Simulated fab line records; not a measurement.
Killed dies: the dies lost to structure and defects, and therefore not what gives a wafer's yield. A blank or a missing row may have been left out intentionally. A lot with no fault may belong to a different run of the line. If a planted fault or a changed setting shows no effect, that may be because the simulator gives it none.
fab line records	flow nandHarc	part 2 of 2: steps 25 to 33 of 33
[record] lots = 5	wafers = 15	lastDay = 21
route steps=1159 shown P_M0@275 P_M1@285
lots untouched by any fault: they come from a run of this same line in which no faults occurred
startH: hours from the record's opening day to when the first of the lot's shown wafers began	waitH: hours elapsed since this lot's preceding step	" the same as in the row above	L1.1+2: one row covering several wafers at once	- value missing, or start not given	* or withheld: withheld	< > ~ a bound
route shown NAME@n: a module of which the file shows steps, and the number in the route of the first	usual: mean/standard deviation taken from wafers without a fault	same: alike in all rows	chamber/n: place in a boat	sites: the reading at each site	_std_site: the standard deviation of these	_edge_site: mean of outer sites minus mean of inner sites	radiusMm: for every site, how far away it sits from the centre of the wafer	mask NAME#n: copy n	behind: the last tool/chamber to shape the wafer	hold: the reason the lot was held/the length of the hold in hours/how it ended	device: whichever transistor did not switch (one of n, p or np)	end of line: tests run on the same wafers once the route is complete	step lacking rows: just its recipe	killed: count of dies lost to structure and defects at first sort (not the wafer's yield)	map: a wafer's dies, marking killed ones x, the rest . and places with no die _
set.NAME: the run value of the setting; set.NAME@STEP: its run value at that earlier step	model.NAME: the simulator's own value behind a step, which no gauge read
lots seen at some steps along the route; tables by step, rows by wafer
services: when a tool's chamber went out of use (startH, in hours from the record's first day, below 0 if earlier), for how many hours, and the reason
[[steps]]
[step NHARC_P_M1_ETCH_15]
[recipe] targetDepthA = 1825	timeS = 91.2	c4f8FlowSccm = withheld	arFlowSccm = 400	rfW = 600	biasW = 300	chemistry = C4F8/Ar
[usual] oesProductAu = 0.954/0.025	rfVppV = 442.0/2.3
[same] timeS = 91.2
lot.wafer	tool	chamber	startH	waitH	oesProductAu	rfHoursCounterH	rfVppV
L076.4	rieDiel-02	1	-	-	0.931	4	441.2
L076.3	"	2	"	"	0.934	3	441.9
L076.5	"	1	"	"	0.922	-	442.1
L078.1	rieDiel-02	2	-	-	0.980	4	440.4
L078.2	"	0	"	"	0.962	4	438.8
L078.4	"	2	"	"	0.980	-	441.8
L080.1	rieDiel-05	3	-	-	0.945	12	444.0
L080.6	"	0	"	"	0.920	-	445.2
L080.5	"	1	"	"	0.934	-	441.5
L082.4	rieDiel-02	3	-	-	0.987	0	443.2
L082.1	"	0	"	"	0.974	0	437.6
L082.3	"	1	"	"	0.963	0	441.6
L083.1	rieDiel-02	2	-	-	0.972	0	441.9
L083.5	"	3	"	"	0.982	-	444.7
L083.6	"	0	"	"	0.975	-	438.3
[step NHARC_P_M1_CD_MEAS_16]
[usual] cdNm = 129.8/0.93
lot.wafer	tool	chamber	startH	waitH	cdNm
L076.3	cdSem-01	-	129.94	-	130.4
L076.4	"	-	"	"	128.8
L076.5	"	-	"	"	130.3
L078.1	cdSem-03	-	146.77	-	127.6
L078.2	"	-	"	"	129.2
L078.4	"	-	"	"	129.7
L080.1	cdSem-02	-	157.77	-	128.7
L080.5	"	-	"	"	130.1
L080.6	"	-	"	"	127.8
L082.1	cdSem-03	-	167.22	-	131.0
L082.3	"	-	"	"	130.1
L082.4	"	-	"	"	131.2
L083.1	cdSem-03	-	179.03	-	129.5
L083.5	"	-	"	"	129.7
L083.6	"	-	"	"	130.2
[step NHARC_P_M1_STRIP_18]
[recipe] powerW = 1000	n2FlowSccm = 150	h2FlowSccm = 150	arFlowSccm = 0	biasW = 0	chemistry = N2/H2
[usual] drypumpMotorCurrentA = 5.7/0.38	oesProductAu = 1.001/0.012	rfVppV = 91.1/0.87	showerheadPlenumPTorr = 2.10/0.065	throttleValvePct = 14.171/0.0096
lot.wafer	tool	chamber	startH	waitH	drypumpMotorCurrentA	oesProductAu	rfHoursCounterH	rfVppV	showerheadPlenumPTorr	throttleValvePct
L076.4	rieDiel-05	1	130.01	0.1	5.3	1.008	11	90.2	2.04	14.163
L076.3	"	2	"	"	5.5	0.983	8	90.2	2.13	14.152
L076.5	"	1	"	"	5.3	1.005	-	90.6	2.04	14.163
L078.2	rieDiel-09	0	146.87	0.1	5.6	0.990	5	92.3	2.13	14.173
L078.4	"	1	"	"	5.6	0.988	5	90.0	2.04	14.171
L078.1	"	2	"	"	6.1	1.010	4	91.2	2.07	14.168
L080.1	rieDiel-09	2	157.86	0.1	6.1	1.015	5	90.7	2.07	14.159
L080.5	"	2	"	"	6.1	1.006	-	90.8	2.07	14.159
L080.6	"	3	"	"	5.5	0.996	-	90.2	2.16	14.180
L082.4	rieDiel-02	2	167.32	0.1	6.4	1.021	0	91.4	2.07	14.187
L082.3	"	3	"	"	6.3	1.017	0	91.1	2.15	14.151
L082.1	"	0	"	"	4.8	0.999	0	89.6	1.92	14.182
L083.1	rieDiel-09	3	179.20	0.2	5.5	0.993	6	92.4	2.16	14.180
L083.5	"	0	"	"	5.6	1.009	-	90.4	2.13	14.175
L083.6	"	1	"	"	5.6	0.991	-	89.3	2.04	14.168
[step NHARC_P_M1_ETCH_28]
[recipe] targetDepthA = 300	overEtchFrac = 0.3	timeS = 72.99	ionEnergyEv = 150	cf4FlowSccm = 50	n2FlowSccm = 100	arFlowSccm = 150	rfW = 300	biasW = 100	chemistry = CF4/N2
[usual] drypumpMotorCurrentA = 5.7/0.39	oesProductAu = 0.997/0.012	rfVppV = 315.4/1.6	showerheadPlenumPTorr = 2.70/0.081	throttleValvePct = 19.794/0.0084
[same] timeS = 72.99
lot.wafer	tool	chamber	startH	waitH	drypumpMotorCurrentA	oesProductAu	rfHoursCounterH	rfVppV	showerheadPlenumPTorr	throttleValvePct
L076.4	rieDiel-05	3	-	-	6.2	1.009	9	316.8	2.78	19.792
L076.3	"	0	"	"	5.6	0.998	10	318.0	2.83	19.805
L076.5	"	3	"	"	6.2	1.006	-	316.3	2.78	19.789
L078.1	rieDiel-09	0	-	-	5.6	0.993	5	316.3	2.73	19.815
L078.2	"	1	"	"	5.6	0.988	5	314.9	2.62	19.785
L078.4	"	2	"	"	6.1	1.008	5	314.4	2.66	19.787
L080.1	rieDiel-09	2	-	-	6.1	1.000	6	315.8	2.66	19.803
L080.5	"	3	"	"	5.5	0.991	-	314.6	2.77	19.789
L080.6	"	0	"	"	5.6	0.985	-	316.8	2.73	19.787
L082.3	rieDiel-02	1	-	-	5.6	0.994	0	315.9	2.67	19.797
L082.1	"	2	"	"	6.4	1.007	0	315.6	2.66	19.803
L082.4	"	3	"	"	6.3	1.019	0	316.9	2.76	19.780
L083.1	rieDiel-09	0	-	-	5.6	1.002	6	316.3	2.73	19.807
L083.5	"	1	"	"	5.5	0.993	-	313.6	2.62	19.795
L083.6	"	2	"	"	6.0	0.991	-	314.7	2.66	19.795
[step NHARC_P_M1_STRIP_19]
[recipe] timeS = 600	tempC = 30	chemistry = postEtchResidueRemover
[same] timeS = 600
lot.wafer	tool	chamber	startH	waitH
L076.5+3+4	wetBench-08	4,5,6	130.39	-
L078.1+2+4	wetBench-10	7,0,2	147.21	-
L080.5+1+6	wetBench-08	3,4,5	158.24	-
L082.4+3+1	wetBench-08	0,2,5	167.67	-
L083.5+1+6	wetBench-10	4,6,7	179.50	-
[step NHARC_P_M1_DEGAS_29]
[recipe] tempC = 250	timeS = 60
[usual] heaterPowerW = 342/23
[same] timeS = 60
lot.wafer	tool	chamber	startH	waitH	heaterPowerW
L076.3	pvdSputter-02	-	130.65	-	346
L076.4	"	-	"	"	374
L076.5	"	-	"	"	344
L078.4	pvdSputter-02	-	147.49	-	356
L078.1	"	-	"	"	339
L078.2	"	-	"	"	306
L080.1	pvdSputter-02	-	158.50	-	300
L080.5	"	-	"	"	302
L080.6	"	-	"	"	343
L082.1	pvdSputter-02	-	167.94	-	342
L082.3	"	-	"	"	349
L082.4	"	-	"	"	357
L083.1	pvdSputter-02	-	179.78	-	296
L083.6	"	-	"	"	346
L083.5	"	-	"	"	374
[step NHARC_P_M1_PRE_CLEAN_30]
[recipe] timeS = 30	tempC = 280	gas = H2/He
[usual] heaterPowerW = 419/29
[same] timeS = 30
lot.wafer	tool	chamber	startH	waitH	heaterPowerW
L076.4	pvdSputter-02	-	-	-	467
L076.3	"	-	"	"	435
L076.5	"	-	"	"	460
L078.1	pvdSputter-02	-	-	-	374
L078.2	"	-	"	"	417
L078.4	"	-	"	"	409
L080.1	pvdSputter-02	-	-	-	420
L080.6	"	-	"	"	457
L080.5	"	-	"	"	398
L082.3	pvdSputter-02	-	-	-	427
L082.4	"	-	"	"	407
L082.1	"	-	"	"	365
L083.1	pvdSputter-02	-	-	-	418
L083.5	"	-	"	"	363
L083.6	"	-	"	"	432
[step NHARC_P_M1_PVD_20]
[recipe] targetThkA = 50	biasV = 168.6	powerW = 15000	chamberPressurePa = 0.12	timeS = 8.06	substrateTempC = 50	material = TaN
[usual] throttleValvePct = 29.6/0.88
[same] timeS = 8.06
lot.wafer	tool	chamber	startH	waitH	throttleValvePct
L076.3	pvdSputter-02	-	-	-	31.0
L076.4	"	-	"	"	27.8
L076.5	"	-	"	"	30.6
L078.2	pvdSputter-02	-	-	-	29.4
L078.1	"	-	"	"	30.0
L078.4	"	-	"	"	27.7
L080.1	pvdSputter-02	-	-	-	29.5
L080.5	"	-	"	"	29.6
L080.6	"	-	"	"	30.0
L082.4	pvdSputter-02	-	-	-	30.0
L082.3	"	-	"	"	31.0
L082.1	"	-	"	"	27.8
L083.1	pvdSputter-02	-	-	-	30.0
L083.5	"	-	"	"	30.2
L083.6	"	-	"	"	30.8
[step NHARC_P_M1_PVD_21]
[recipe] targetThkA = 300	chamberPressurePa = 5	powerW = 5000	substrateTempC = 30	timeS = 20.49	material = Cu
[usual] throttleValvePct = 29.5/0.92
[same] timeS = 20.49
lot.wafer	tool	chamber	startH	waitH	throttleValvePct
L076.3	pvdSputter-02	-	-	-	29.4
L076.4	"	-	"	"	29.9
L076.5	"	-	"	"	29.2
L078.2	pvdSputter-02	-	-	-	27.6
L078.1	"	-	"	"	29.8
L078.4	"	-	"	"	30.0
L080.1	pvdSputter-02	-	-	-	29.7
L080.5	"	-	"	"	30.0
L080.6	"	-	"	"	30.5
L082.4	pvdSputter-02	-	-	-	28.0
L082.1	"	-	"	"	29.8
L082.3	"	-	"	"	29.9
L083.1	pvdSputter-02	-	-	-	27.7
L083.5	"	-	"	"	29.6
L083.6	"	-	"	"	30.3
[[services]]
tool	chamber	startH	hours	kind
pvdSputter-03	-	102.00	10.0	pm
cmp-01	-	102.77	20.4	repair
ecdCu-02	-	104.41	2.2	repair
cmp-04	-	105.07	4.0	pm
pecvd-03	-	111.34	13.0	pm
lithoTrack-06	-	117.00	7.0	pm
cmp-04	-	117.29	0.8	repair
pvdSputter-03	-	117.59	1.5	repair
arfiScanner-03	-	122.45	1.4	repair
arfiScanner-03	-	140.00	4.0	pm
lithoTrack-04	-	141.00	7.0	pm
arfiScanner-01	-	144.35	1.7	repair
rieDiel-02	3	144.63	8.4	repair
cmp-04	-	148.06	2.4	repair
arfiScanner-01	-	149.28	1.3	repair
rieDiel-02	-	150.70	9.0	pm
pecvd-02	-	153.06	13.0	pm
pvdSputter-03	-	155.92	2.0	repair
cmp-01	-	159.67	0.3	repair
rieDiel-09	-	163.03	0.7	repair
rieDiel-05	-	163.60	9.0	pm
pecvd-03	0	164.67	20.3	repair
ecdCu-02	-	170.29	2.8	repair
rieDiel-09	2	179.54	1.7	repair
